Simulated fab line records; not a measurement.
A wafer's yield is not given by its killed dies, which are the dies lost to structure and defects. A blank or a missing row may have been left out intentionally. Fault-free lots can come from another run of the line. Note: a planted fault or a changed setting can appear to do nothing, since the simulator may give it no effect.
Which tool was responsible? :: flow n5_finfet :: Sampling: 11 lots, 33 wafers, 4 of 1938 route steps

WHAT THE GAUGES SHOWED, per wafer
N5_MOL_CONTACT_COAG_OVL_MEAS_85. Usual: VG_OVL gives 0.0 nm (standard deviation 0.69).
lot: L325
measured: day 5 00:11
on: overlay-02
VG_OVL (nm): 0.0 0.4 0.2
flag: 

lot: L330
measured: day 6 09:17
on: overlay-01
VG_OVL (nm): 1.3 0.6 -0.2
flag: 

lot: L332
measured: day 6 17:19
on: overlay-02
VG_OVL (nm): 1.1 1.8 0.2
flag: 

lot: L334
measured: day 7 10:34
on: overlay-01
VG_OVL (nm): 1.0 0.9 0.5
flag: 

lot: L337
measured: day 8 04:34
on: overlay-02
VG_OVL (nm): 0.4 0.1 0.9
flag: 

lot: L338
measured: day 8 09:56
on: overlay-02
VG_OVL (nm): 0.1 -0.5 0.5
flag: 

lot: L340
measured: day 8 17:09
on: overlay-02
VG_OVL (nm): 0.2 -0.1 -0.1
flag: 

lot: L344
measured: day 9 17:26
on: overlay-01
VG_OVL (nm): 0.3 -0.7 0.2
flag: 

lot: L345
measured: day 10 07:48
on: overlay-01
VG_OVL (nm): 1.4 0.6 0.1
flag: 

lot: L347
measured: day 10 21:26
on: overlay-01
VG_OVL (nm): -0.5 0.1 -1.6
flag: 

lot: L348
measured: day 10 23:41
on: overlay-01
VG_OVL (nm): -0.7 -0.7 -0.1
flag: 

EACH LOT AND THE TOOL THAT RAN IT (in order: tool; ch and the chambers of the sampled wafers; start)
lot: L325
N5_MOL_CONTACT_COAG_ALD_20: ald_metal-02 ch 0,1,2, day 4 15:54
N5_MOL_CONTACT_COAG_PRE_CLEAN_142: pvd_sputter-03, day 4 19:08
N5_MOL_CONTACT_COAG_COAT_76: litho_track-01 ch 0, day 4 23:44

lot: L330
N5_MOL_CONTACT_COAG_ALD_20: ald_metal-01 ch 0,1,2, day 6 01:13
N5_MOL_CONTACT_COAG_PRE_CLEAN_142: pvd_sputter-03, day 6 05:23
N5_MOL_CONTACT_COAG_COAT_76: litho_track-03 ch 0, day 6 08:59

lot: L332
N5_MOL_CONTACT_COAG_ALD_20: ald_metal-03 ch 1,3, day 6 09:22
N5_MOL_CONTACT_COAG_PRE_CLEAN_142: pvd_sputter-02, day 6 13:17
N5_MOL_CONTACT_COAG_COAT_76: litho_track-01 ch 0, day 6 17:01

lot: L334
N5_MOL_CONTACT_COAG_ALD_20: ald_metal-02 ch 0,3, day 7 02:07
N5_MOL_CONTACT_COAG_PRE_CLEAN_142: pvd_sputter-03, day 7 06:43
N5_MOL_CONTACT_COAG_COAT_76: litho_track-03 ch 0, day 7 10:15

lot: L337
N5_MOL_CONTACT_COAG_ALD_20: ald_metal-02 ch 0,3, day 7 21:03
N5_MOL_CONTACT_COAG_PRE_CLEAN_142: pvd_sputter-01, day 8 00:31
N5_MOL_CONTACT_COAG_COAT_76: litho_track-03 ch 0, day 8 04:16

lot: L338
N5_MOL_CONTACT_COAG_ALD_20: ald_metal-02 ch 0,1,3, day 7 23:40
N5_MOL_CONTACT_COAG_PRE_CLEAN_142: pvd_sputter-03, day 8 05:50
N5_MOL_CONTACT_COAG_COAT_76: litho_track-03 ch 0, day 8 09:30

lot: L340
N5_MOL_CONTACT_COAG_ALD_20: ald_metal-02 ch 0,1,2, day 8 09:45
N5_MOL_CONTACT_COAG_PRE_CLEAN_142: pvd_sputter-03, day 8 13:07
N5_MOL_CONTACT_COAG_COAT_76: litho_track-03 ch 0, day 8 16:50

lot: L344
N5_MOL_CONTACT_COAG_ALD_20: ald_metal-02 ch 1,2,3, day 9 09:49
N5_MOL_CONTACT_COAG_PRE_CLEAN_142: pvd_sputter-01, day 9 13:29
N5_MOL_CONTACT_COAG_COAT_76: litho_track-01 ch 0, day 9 17:08

lot: L345
N5_MOL_CONTACT_COAG_ALD_20: ald_metal-01 ch 0,2,3, day 9 20:14
N5_MOL_CONTACT_COAG_PRE_CLEAN_142: pvd_sputter-03, day 10 00:53
N5_MOL_CONTACT_COAG_COAT_76: litho_track-05 ch 0, day 10 06:55

lot: L347
N5_MOL_CONTACT_COAG_ALD_20: ald_metal-03 ch 0,1,2, day 10 12:54
N5_MOL_CONTACT_COAG_PRE_CLEAN_142: pvd_sputter-03, day 10 17:25
N5_MOL_CONTACT_COAG_COAT_76: litho_track-01 ch 0, day 10 21:00

lot: L348
N5_MOL_CONTACT_COAG_ALD_20: ald_metal-02 ch 0,2,3, day 10 15:12
N5_MOL_CONTACT_COAG_PRE_CLEAN_142: pvd_sputter-03, day 10 19:52
N5_MOL_CONTACT_COAG_COAT_76: litho_track-01 ch 0, day 10 23:23
- N5_MOL_CONTACT_COAG_ALD_20: deposits TiN, target thk 1.5 nm, pulse time 1 s, purge time 3 s.
- N5_MOL_CONTACT_COAG_PRE_CLEAN_142: time 60 s.
- N5_MOL_CONTACT_COAG_COAT_76: time 60 s, resist thk 10 nm.

AS READ BY THE TOOLS THEMSELVES (means over the sampled wafers that have a number; for cases with no such wafer, the mark the record gives instead)
N5_MOL_CONTACT_COAG_ALD_20. Usual: chamber_pressure_Torr 3.000 Torr, standard deviation 0.0062; heater_power_w 855 W, standard deviation 110; precursor_pulse_height_rel 1.002, standard deviation 0.019.
lot: L325
tool: ald_metal-02
chamber_pressure_Torr (Torr): 2.997
heater_power_w (W): 772
precursor_pulse_height_rel: 0.980
flag: 

lot: L330
tool: ald_metal-01
chamber_pressure_Torr (Torr): 2.995
heater_power_w (W): 982
precursor_pulse_height_rel: 0.981
flag: 

lot: L332
tool: ald_metal-03
chamber_pressure_Torr (Torr): 2.998
heater_power_w (W): 947
precursor_pulse_height_rel: 1.002
flag: 

lot: L334
tool: ald_metal-02
chamber_pressure_Torr (Torr): 3.007
heater_power_w (W): 744
precursor_pulse_height_rel: 0.999
flag: 

lot: L337
tool: ald_metal-02
chamber_pressure_Torr (Torr): 2.997
heater_power_w (W): 747
precursor_pulse_height_rel: 1.017
flag: 

lot: L338
tool: ald_metal-02
chamber_pressure_Torr (Torr): 2.998
heater_power_w (W): 750
precursor_pulse_height_rel: 1.019
flag: 

lot: L340
tool: ald_metal-02
chamber_pressure_Torr (Torr): 2.995
heater_power_w (W): 760
precursor_pulse_height_rel: 1.002
flag: 

lot: L344
tool: ald_metal-02
chamber_pressure_Torr (Torr): 3.003
heater_power_w (W): 772
precursor_pulse_height_rel: 0.972
flag: 

lot: L345
tool: ald_metal-01
chamber_pressure_Torr (Torr): 3.000
heater_power_w (W): 942
precursor_pulse_height_rel: 1.000
flag: 

lot: L347
tool: ald_metal-03
chamber_pressure_Torr (Torr): 2.998
heater_power_w (W): 893
precursor_pulse_height_rel: 1.000
flag: 

lot: L348
tool: ald_metal-02
chamber_pressure_Torr (Torr): 3.000
heater_power_w (W): 734
precursor_pulse_height_rel: 0.989
flag: 

N5_MOL_CONTACT_COAG_PRE_CLEAN_142. Usual: 440 W for heater_power_w, sd 45.
lot: L325
tool: pvd_sputter-03
heater_power_w (W): 435
flag: 

lot: L330
tool: pvd_sputter-03
heater_power_w (W): 432
flag: 

lot: L332
tool: pvd_sputter-02
heater_power_w (W): 410
flag: 

lot: L334
tool: pvd_sputter-03
heater_power_w (W): 447
flag: 

lot: L337
tool: pvd_sputter-01
heater_power_w (W): 445
flag: 

lot: L338
tool: pvd_sputter-03
heater_power_w (W): 450
flag: 

lot: L340
tool: pvd_sputter-03
heater_power_w (W): 449
flag: 

lot: L344
tool: pvd_sputter-01
heater_power_w (W): 444
flag: 

lot: L345
tool: pvd_sputter-03
heater_power_w (W): 439
flag: 

lot: L347
tool: pvd_sputter-03
heater_power_w (W): 438
flag: 

lot: L348
tool: pvd_sputter-03
heater_power_w (W): 431
flag: 

N5_MOL_CONTACT_COAG_COAT_76. Usual: heater_power_total_W 427.5 W, standard deviation 2.2; spin_speed_rpm 1500.0 rpm, standard deviation 0.86.
lot: L325
tool: litho_track-01
heater_power_total_W (W): 425.9
spin_speed_rpm (rpm): 1499.9
flag: 

lot: L330
tool: litho_track-03
heater_power_total_W (W): 428.1
spin_speed_rpm (rpm): 1499.9
flag: 

lot: L332
tool: litho_track-01
heater_power_total_W (W): 427.7
spin_speed_rpm (rpm): 1500.6
flag: 

lot: L334
tool: litho_track-03
heater_power_total_W (W): 426.8
spin_speed_rpm (rpm): 1500.4
flag: 

lot: L337
tool: litho_track-03
heater_power_total_W (W): 427.5
spin_speed_rpm (rpm): 1499.1
flag: 

lot: L338
tool: litho_track-03
heater_power_total_W (W): 428.2
spin_speed_rpm (rpm): 1226.0
flag: OFF

lot: L340
tool: litho_track-03
heater_power_total_W (W): 427.4
spin_speed_rpm (rpm): 1226.5
flag: OFF

lot: L344
tool: litho_track-01
heater_power_total_W (W): 425.8
spin_speed_rpm (rpm): 1499.3
flag: 

lot: L345
tool: litho_track-05
heater_power_total_W (W): 428.2
spin_speed_rpm (rpm): 1500.2
flag: 

lot: L347
tool: litho_track-01
heater_power_total_W (W): 428.0
spin_speed_rpm (rpm): 1500.2
flag: 

lot: L348
tool: litho_track-01
heater_power_total_W (W): 429.9
spin_speed_rpm (rpm): 1499.1
flag: 

THE ANSWER, worked out from the rows above alone
Rule: a lot is off if the mean of its wafers that have a number lies more than 3 standard deviations from the usual mean. Also off: a lot with no number at a reading for which 4 or more lots have one. Any other lot the step has rows for is counted as sound. Order of review: gauges by route order, followed by the tools' own readings, for which a lot's mean as printed above is used. At the first step where some lot is off, the reading lying furthest off is the one used; lots without a number count as furthest.
Off at N5_MOL_CONTACT_COAG_COAT_76 (spin_speed_rpm): L338, L340.
If a tool, at that step or one of the process steps before it, ran each lot that is off and ran no sound lot following the first of them, it fits. One candidate fits, namely litho_track-03 at N5_MOL_CONTACT_COAG_COAT_76. A fault onset in the window from L337 (day 8 04:16, its last sound lot) to L338 (day 8 09:30, its first lot off) fits.
On the lots that are off, the tool's own readings at N5_MOL_CONTACT_COAG_COAT_76 differ by more than 5 times the standard deviation of the sound lots' means, which bears it out; spin_speed_rpm reads 1226.2 rpm there versus 1499.9 rpm on the sound lots.

WHAT THE SIMULATOR HAD PUT IN
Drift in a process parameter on litho_track-03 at N5_MOL_CONTACT_COAG_COAT_76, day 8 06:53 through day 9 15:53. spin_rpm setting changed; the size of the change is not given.
Lots struck among those shown: L338, L340. This agrees with what the rule above found.
